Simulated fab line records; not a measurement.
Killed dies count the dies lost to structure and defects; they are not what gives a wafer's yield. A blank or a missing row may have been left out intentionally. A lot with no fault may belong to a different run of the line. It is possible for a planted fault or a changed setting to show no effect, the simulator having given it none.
Lot-split experiment ; flow n5Finfet ; 21 wafers read from 7 lots, route of 1938 steps

ON THE SPLIT
At N5_BEOL_M1_EXPOSE_08 (exposes mask M1), the setting doseMj was moved away from the recipe's 33 on 5 of the 21 wafers read, by -7.5% to -4.9%. The other wafers ran this setting at the recipe's value.

FROM THE SPLIT TO THE READING: what the file shows between them, 18 steps
- N5_BEOL_M1_PEB_09: peb time 60 s
- N5_BEOL_M1_DEVELOP_10: develop time 30 s
- N5_BEOL_M1_CD_MEAS_11: target cd 17.05 nm
- N5_BEOL_M1_DESCUM_16: chemistry O2, time 7 s
- N5_BEOL_M1_ETCH_74: etches underlayer in N2/H2, target depth 6.5 nm, time 5.2 s
- N5_BEOL_M1_ETCH_63: etches SiARC in CF4, target depth 15.6 nm, time 26 s
- N5_BEOL_M1_ETCH_64: etches SOC in N2/H2, target depth 75 nm, overetch 15 nm, time 112.5 s
- N5_BEOL_M1_STRIP_65: strips in N2/H2
- N5_BEOL_M1_STRIP_75: strips in N2/H2
- N5_BEOL_M1_HM_OPEN_17: chemistry Cl2/BCl3, target TiN, target depth 20 nm, overetch 6 nm
- N5_BEOL_M1_STRIP_19: strips in O2
- N5_BEOL_M1_CD_MEAS_18: pitch 36 nm, target cd 18 nm
- N5_BEOL_M1_ETCH_77: etches underlayer in N2/H2, target depth 6.5 nm, time 5.2 s (also split here: sourceW)
- N5_BEOL_M1_TRENCH_ETCH_37: etches SiOC in C4F6/O2, target depth 55.207 nm, time 29 s (also split here: biasW)
- N5_BEOL_M1_ETCH_41: etches SiCN in CH3F/O2, target depth 31.9 nm, time 57.8 s
- N5_BEOL_M1_STRIP_97: strips in N2/H2, time 10 s
- N5_BEOL_M1_PRECLEAN_42: cleans in residue remover, time 60 s
- N5_BEOL_M1_SRD_43: time 30 s

THE READING
cdNm, in nm, at N5_BEOL_M1_CD_MEAS_35 (target cd 18 nm, target cd y 21 nm). On this fab line, fault-free wafers typically give 18.0 nm with a standard deviation of 0.33 nm.

wafer;tool, chamber at the split;doseMj as run;against the recipe;cdNm, nm;against lot-mates on the recipe
L075.3;euvScanner-01, 0;33;recipe;18.0;-
L075.4;euvScanner-01, 0;31.38;-4.9%;16.5;-1.8
L075.5;euvScanner-01, 0;33;recipe;18.5;-
L077.1;euvScanner-02, 0;33;recipe;17.4;-
L077.3;euvScanner-02, 0;33;recipe;17.9;-
L077.5;euvScanner-02, 0;33;recipe;17.9;-
L080.1;euvScanner-02, 0;33;recipe;18.1;-
L080.3;euvScanner-02, 0;33;recipe;17.8;-
L080.4;euvScanner-02, 0;33;recipe;17.9;-
L082.3;euvScanner-01, 0;31.07;-5.8%;16.2;-1.9
L082.4;euvScanner-01, 0;33;recipe;18.0;-
L082.5;euvScanner-01, 0;33;recipe;18.1;-
L087.4;euvScanner-01, 0;33;recipe;18.1;-
L087.5;euvScanner-01, 0;30.53;-7.5%;16.6;-1.5
L087.6;euvScanner-01, 0;30.53;-7.5%;17.2;-0.9
L090.3;euvScanner-02, 0;33;recipe;18.6;-
L090.4;euvScanner-02, 0;33;recipe;17.5;-
L090.6;euvScanner-02, 0;31.15;-5.6%;17.2;-0.9
L091.2;euvScanner-02, 0;33;recipe;18.2;-
L091.3;euvScanner-02, 0;33;recipe;18.2;-
L091.4;euvScanner-02, 0;33;recipe;18.1;-

THE FIT
A straight line over all 21 wafers: cdNm changes by +0.193 nm for each +1% of doseMj; r = +0.83; the points scatter about the line by 0.37 nm.
The same after taking each lot's own level away (the mean of its wafers on the recipe; 21 wafers): +0.206 nm for each +1%; r = +0.86; scatter 0.36 nm.
According to that fit, moving doseMj by its largest amount changes the reading by 1.5 nm.
From 17.73 to 18.25 nm: that is the span of the lots' own levels, equal to 1.6 times the standard deviation above.
Hence the lot-to-lot level has little effect on the slope; both slopes agree.
Check: for one of the wafers moved furthest among these (-7.5%), held out of the fit, the line's prediction against its lot-mates is -1.58 nm. Against them it came out at -1.5 nm.

THE OTHER SPLITS THESE WAFERS WENT THROUGH
Note: prior to the reading, these wafers also went through further splits. Each is held against what the fit with the lots' levels taken away leaves over:
other split on the same wafers;wafers away from the commonest value;r with cdNm (lot level and that fit taken away)
N5_BEOL_M1_ETCH_77 sourceW;8;+0.21
N5_BEOL_M1_TRENCH_ETCH_37 biasW;4;-0.18

THE WHOLE CHAIN: every reading that the file lists as answering this split, in the file's order
step;what it does;reading;change (the file's fit);r (the file's)
N5_BEOL_M1_CD_MEAS_11;target cd 17.05 nm;cdNm;+0.197 nm for each +1% of the setting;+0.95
N5_BEOL_M1_ETCH_74;etches underlayer in N2/H2, target depth 6.5 nm, time 5.2 s;BEOL_M1.cdOffsetNm (the simulator's own value, which no gauge read);+0.201 nm for each +1% of the setting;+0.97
N5_BEOL_M1_ETCH_63;etches SiARC in CF4, target depth 15.6 nm, time 26 s;BEOL_M1.cdOffsetNm (the simulator's own value, which no gauge read);+0.22 nm for each +1% of the setting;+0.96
N5_BEOL_M1_ETCH_64;etches SOC in N2/H2, target depth 75 nm, overetch 15 nm, time 112.5 s;BEOL_M1.cdOffsetNm (the simulator's own value, which no gauge read);+0.207 nm for each +1% of the setting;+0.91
N5_BEOL_M1_CD_MEAS_18;pitch 36 nm, target cd 18 nm;cdNm;+0.206 nm for each +1% of the setting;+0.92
N5_BEOL_M1_CD_MEAS_35;target cd 18 nm, target cd y 21 nm;cdNm;+0.224 nm for each +1% of the setting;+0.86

FILE'S OWN FIT
cdNm changes by +0.224 nm for each +1% of doseMj, r = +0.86.
